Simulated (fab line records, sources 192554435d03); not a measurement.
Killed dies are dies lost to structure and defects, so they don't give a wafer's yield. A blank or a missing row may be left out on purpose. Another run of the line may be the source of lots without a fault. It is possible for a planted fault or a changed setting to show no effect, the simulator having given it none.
Matching of chambers :: flow n5 finfet :: rie diel-06 running N5_BEOL_M4_DESCUM_16: 4 sister chambers
The step chemistry O2, time 7 s. 4 wafers are shown with their chamber, then 7 later ones without.

## EACH WAFER AND ITS CHAMBER
wafer: L083.2
chamber: 3
drypump motor current A (A): 6.5

wafer: L083.6
chamber: 2
drypump motor current A (A): 5.5

wafer: L091.1
chamber: 1
drypump motor current A (A): 6.0

wafer: L091.5
chamber: 0
drypump motor current A (A): 6.6

## WAFERS MISSING THEIR CHAMBER
wafer: L091.6
drypump motor current A (A): 6.4

wafer: L094.2
drypump motor current A (A): 6.0

wafer: L094.4
drypump motor current A (A): 5.5

wafer: L094.5
drypump motor current A (A): 6.6

wafer: L092.1
drypump motor current A (A): 6.6

wafer: L092.3
drypump motor current A (A): 6.4

wafer: L092.4
drypump motor current A (A): 5.5

## WHICH CHAMBER EACH WENT THROUGH
wafer: L091.6
from the rows above: can't be placed: 3 or 0
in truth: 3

wafer: L094.2
from the rows above: 1
in truth: 1

wafer: L094.4
from the rows above: 2
in truth: 2

wafer: L094.5
from the rows above: can't be placed: 0 or 3
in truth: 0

wafer: L092.1
from the rows above: can't be placed: 0 or 3
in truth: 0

wafer: L092.3
from the rows above: can't be placed: 3 or 0
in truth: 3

wafer: L092.4
from the rows above: 2
in truth: 2
3 of 7 placed correctly. Unplaceable from these rows: 4, with the true chamber sitting among the candidates in 4. Placed wrongly: 0.
How it was worked out, from the rows above alone: a wafer's distance from a chamber is the root of the sum, over the readings, of the square of ((its reading less the chamber's mean) divided by the reading's scatter). The wafer belongs to the nearest chamber; if the next one is less than 2 further off, it can't be placed. The mean given for a chamber averages the wafers shown for that chamber. The scatter: with one shown wafer a chamber, the root of the mean of the squares of how far each hidden wafer lies from its nearest shown one.
